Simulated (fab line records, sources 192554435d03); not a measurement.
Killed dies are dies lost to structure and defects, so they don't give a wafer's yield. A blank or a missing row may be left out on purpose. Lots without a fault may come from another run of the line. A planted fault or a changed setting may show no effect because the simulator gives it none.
A struck lot beside a sound one | flow n5_finfet | 16 steps out of a route of 1938
Sound: wafers L565.1, L565.3, L565.5. Struck: wafer L561.3. (L561.1, L561.5 of the same lot were not struck and are left out.) The cause comes at the end.
At each step with rows: each side's tool, then ch and its chambers, then its first start. Under that, the readings that differ: sound wafers | struck wafers | difference of the means | sigmas: that difference in standard deviations of wafers without a fault.
alike: readings whose means differ by less than 2 such deviations, and words and numbers that are the same on both sides. not compared: withheld readings, readings that some wafer has no value for, bounds like >300 that may hide the same value, and numbers for which the record gives no deviation and whose values overlap.
The two part at a step that has a row with sigmas, a row that says differs or no value, or rows on one side only. Numbers that don't overlap but have no deviation are shown without sigmas and don't part them. A reading that every wafer of one side lacks parts them only if that side has two wafers or more.

N5_GATE_CUT_ETCH_19: etches SiNx in CH3F/O2, target depth 53.7 nm, time 76.7 s.
  sound on rie_diel-06 ch 2,3, day 8 18:08; struck on rie_diel-02 ch 3, day 8 01:46
  alike: drypump_motor_current_A, etch_rf_on_time_s, oes_product_au, rf_vpp_V, showerhead_plenum_p_Torr, throttle_valve_pct
  not compared: rf_hours_counter_h
then, 2 steps without rows for these wafers: N5_GATE_CUT_CUT_ETCH_53 (etches W in SF6/Cl2, target depth 79.2 nm); N5_GATE_CUT_CUT_ETCH_54 (etches TiN in Cl2/BCl3, target depth 96.7 nm).
N5_GATE_CUT_CUT_ETCH_55: etches HfO2 in BCl3, target depth 3.2 nm.
  sound on rie_metal-03 ch 0,1, day 8 18:22; struck on rie_metal-01 ch 1, day 8 02:07
  reading                     | sound       | struck | difference | sigmas
  drypump_motor_current_A (A) | 4.7 4.7 5.8 | 5.9    | +0.8       | +2
  alike: bcl3_flow_sccm, he_backside_leak_sccm, oes_product_au, throttle_valve_pct
  not compared: rf_hours_counter_h
then, 1 step without rows for these wafers: N5_GATE_CUT_ETCH_47 (etches SiO2 in Cl2/BCl3, target depth 10 nm).
N5_GATE_CUT_VAPOR_ETCH_48: etches TiN in BCl3/Cl2.
  sound on rie_metal-03 ch 0,1, day 8 18:25; struck on rie_metal-01 ch 1, day 8 02:14
  reading                     | sound       | struck | difference | sigmas
  drypump_motor_current_A (A) | 4.7 4.7 5.8 | 5.9    | +0.8       | +2
  alike: he_backside_leak_sccm, oes_product_au
N5_GATE_CUT_VAPOR_ETCH_49: etches TiAlC in BCl3/Cl2.
  sound on rie_metal-03 ch 0,1, day 8 18:27; struck on rie_metal-01 ch 1, day 8 02:17
  reading                     | sound       | struck | difference | sigmas
  drypump_motor_current_A (A) | 4.7 4.7 5.8 | 5.9    | +0.8       | +2
  alike: he_backside_leak_sccm, oes_product_au
N5_GATE_CUT_VAPOR_ETCH_51: etches HfO2 in BCl3/Cl2.
  sound on rie_metal-03 ch 0,1, day 8 18:29; struck on rie_metal-01 ch 1, day 8 02:21
  reading                     | sound       | struck | difference | sigmas
  drypump_motor_current_A (A) | 4.7 4.7 5.8 | 5.9    | +0.8       | +2
  alike: he_backside_leak_sccm, oes_product_au
then, 4 steps without rows for these wafers: N5_GATE_CUT_STRIP_21 (strips in N2/H2, time 30 s); N5_GATE_CUT_STRIP_29 (strips in post etch residue remover, time 60 s); N5_GATE_CUT_SRD_52 (time 30 s); N5_GATE_CUT_ALD_22 (deposits SiNx, target thk 16 nm, pulse time 1 s, ald cycles 320).
N5_GATE_CUT_CMP_23: polishes, stops on SiO2, t overpolish 23.4 s, target thk 16 nm.
  sound on cmp-01 ch 0,1,2, day 8 20:19; struck on cmp-03 ch 0, day 8 04:05
  reading                 | sound             | struck | difference | sigmas
  head_pressure_psi (psi) | 2.509 2.504 2.497 | 2.634  | +0.131     | +23
  time_to_endpoint_s (s)  | 20 20 20          | 10     | -10        | -3
  alike: motor_current_A, overpolish_run_s
N5_GATE_CUT_THK_MEAS_24:
  sound on film_metro-01, day 8 20:32; struck on film_metro-01, day 8 04:22
  alike: GC_FILL_THK
-- the record jumps here: 3 days lie between the struck wafers' starts before and after (it left off in module GATE_CUT and takes up again in module BEOL_M4, whose first step shown is number 1111 of the route) --
N5_BEOL_M4_RC_MEAS_101:
  sound on prober-01 ch 0, day 12 05:49; struck on prober-01 ch 0, day 11 12:41
  reading        | sound          | struck | difference | sigmas
  IOFF_P (nA/um) | 0.15 0.19 0.19 | 0.27   | +0.09      | +3
  alike: DIBL_N, DIBL_P, IOFF_N, ION_N, ION_P, SS_N, SS_P, VT_N, VT_P
then, 1 step without rows for these wafers: N5_PASSIVATION_PROBE_49.

WHERE THEY PART
First at N5_GATE_CUT_CUT_ETCH_55; last, within this record, at N5_BEOL_M4_RC_MEAS_101.

WHY: what the simulator had put in
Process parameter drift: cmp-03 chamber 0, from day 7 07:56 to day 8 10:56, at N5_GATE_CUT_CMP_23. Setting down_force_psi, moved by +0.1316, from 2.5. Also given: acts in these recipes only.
